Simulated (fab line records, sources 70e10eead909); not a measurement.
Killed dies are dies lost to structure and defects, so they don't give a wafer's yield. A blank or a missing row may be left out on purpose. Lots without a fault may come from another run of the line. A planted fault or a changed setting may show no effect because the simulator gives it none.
Which tool did it? | flow nand_harc | 12 lots, 36 wafers sampled, at 3 steps of a route of 1159

WHAT THE GAUGES READ, wafer by wafer
NHARC_A_CONTACT_OVL_MEAS_70.
lot  | measured     | on         | overlay_x_nm (nm)
L074 | day 16 17:36 | overlay-01 | -0.7 -0.3 -0.9
L078 | day 17 05:32 | overlay-01 | -0.7 -1.0 -0.5
L076 | day 17 11:10 | overlay-02 | 0.5 0.9 0.8
L081 | day 18 18:59 | overlay-01 | -0.5 -0.6 -0.6
L084 | day 19 00:38 | overlay-02 | 0.1 0.1 -0.4
L088 | day 19 20:41 | overlay-01 | 0.1 0.4 0.6
L085 | day 20 00:31 | overlay-02 | -0.5 -0.1 0.0
L090 | day 20 09:40 | overlay-02 | -0.4 -0.8 -0.8
L089 | day 20 13:45 | overlay-01 | 0.7 0.8 0.7
L092 | day 21 22:57 | overlay-02 | -0.3 -0.1 -0.4
L096 | day 22 02:20 | overlay-01 | -0.5 -0.2 -0.9
L097 | day 22 14:04 | overlay-02 | -2.0 -1.2 -1.3

WHICH TOOL RAN EACH LOT (tool, then ch and the chambers of the sampled wafers, then the start)
lot  | NHARC_A_CONTACT_ETCH_113             | NHARC_A_CONTACT_DEP_57
L074 | har_cap_etch-01 ch 0,1, day 16 12:22 | acl_dep-03 ch 0, day 16 15:02
L078 | har_cap_etch-02 ch 0,1, day 17 00:16 | acl_dep-01 ch 0, day 17 03:05
L076 | har_cap_etch-02 ch 0,1, day 17 04:26 | acl_dep-02 ch 0, day 17 08:32
L081 | har_cap_etch-02 ch 0,1, day 18 11:11 | acl_dep-03 ch 0, day 18 16:43
L084 | har_cap_etch-03 ch 0,1, day 18 19:02 | acl_dep-01 ch 0, day 18 22:05
L088 | har_cap_etch-02 ch 0,1, day 19 14:04 | acl_dep-02 ch 0, day 19 18:48
L085 | har_cap_etch-03 ch 0,1, day 19 18:25 | acl_dep-03 ch 0, day 19 22:57
L090 | har_cap_etch-01 ch 0,1, day 20 04:09 | acl_dep-01 ch 0, day 20 07:58
L089 | har_cap_etch-03 ch 0,1, day 20 08:40 | acl_dep-01 ch 0, day 20 11:19
L092 | har_cap_etch-03 ch 0,1, day 21 17:10 | acl_dep-02 ch 0, day 21 20:43
L096 | har_cap_etch-02 ch 0,1, day 21 21:12 | acl_dep-02 ch 0, day 22 00:11
L097 | har_cap_etch-02 ch 1, day 22 08:23   | acl_dep-02 ch 0, day 22 11:38
- NHARC_A_CONTACT_ETCH_113: etches the open film in C4F8/O2/Ar, time 94 s, target depth 922 nm.
- NHARC_A_CONTACT_DEP_57: deposits aC, target thk 2800 nm.

THE ANSWER, worked out from the rows above alone
Rule: what is usual is taken from the lots themselves. Put in order of their means at a reading, lots are off if they are a third of the lots or fewer, leave a main group of 4 or more, and stand apart from it by a gap of 3 or more times the standard deviation of the main group's means; of several such gaps the widest counts. A main group whose means are all the same, to the digits that the tables above print for the reading, isn't used. A lot without any number at a reading at which 4 lots or more have one is off too. The other lots that the step has rows for count as sound.
No lot is off at any reading shown: from this, nothing can be told.

WHAT THE SIMULATOR HAD PUT IN
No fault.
